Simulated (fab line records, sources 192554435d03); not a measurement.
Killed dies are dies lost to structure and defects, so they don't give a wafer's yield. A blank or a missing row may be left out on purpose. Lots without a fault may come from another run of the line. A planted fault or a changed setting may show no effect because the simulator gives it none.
One fault seen from 2 desks | flow n5_finfet | each desk has only its own numbers; what lay behind them comes last

THE TOOL OWNER'S DESK: pvd_sputter-03
The tool's own readings at N5_BEOL_M14_SPUTTER_44 (material Ta, target thk 15 nm, time 24.19 s): means of the sampled wafers that have a number, for each lot that ran on this tool. A lot is out of limits, marked OUT, if its mean lies more than 4 standard deviations from the usual mean; the brackets give that distance.
Columns: A = susceptor_temp_C at N5_BEOL_M14_SPUTTER_44, usual 50.00 C; B = throttle_valve_pct at N5_BEOL_M14_SPUTTER_44, usual 30.0 %
lot  | first seen here | A     | B
L663 | day 12 16:32    | 49.99 | 30.1
L666 | day 13 06:28    | 49.85 | 30.5
L668 | day 13 06:50    | 50.05 | 29.1
L677 | day 15 23:54    | 49.95 | 29.4
L678 | day 16 15:35    | 50.11 | 30.2
L679 | day 17 16:49    | 50.00 | 30.4
This desk's finding: nothing out of limits on any of the 6 lots.

THE METROLOGY DESK
What the gauges read, lot by lot, whatever tool the lot ran on: means of the sampled wafers that have a number. A lot is out of limits, marked OUT, if its mean lies more than 4 standard deviations from the usual mean; the brackets give that distance.
Columns: A = M15_ILD_THK at N5_BEOL_M15_THK_MEAS_01, usual 1621 nm
lot  | first seen here | A
L659 | day 11 09:07    | 1614
L660 | day 11 12:53    | 1616
L663 | day 12 18:22    | 1617
L664 | day 12 18:37    | 1591
L666 | day 13 07:53    | 1606
L668 | day 13 08:18    | 1613
L677 | day 16 01:26    | 1610
L678 | day 16 17:06    | 1612
L680 | day 16 17:55    | 1618
L679 | day 17 18:40    | 1565
This desk's finding: nothing out of limits on any of the 10 lots.

PUT TOGETHER
The tool owner's desk saw nothing out of limits.
The metrology desk saw nothing out of limits.

WHAT THE SIMULATOR HAD PUT IN
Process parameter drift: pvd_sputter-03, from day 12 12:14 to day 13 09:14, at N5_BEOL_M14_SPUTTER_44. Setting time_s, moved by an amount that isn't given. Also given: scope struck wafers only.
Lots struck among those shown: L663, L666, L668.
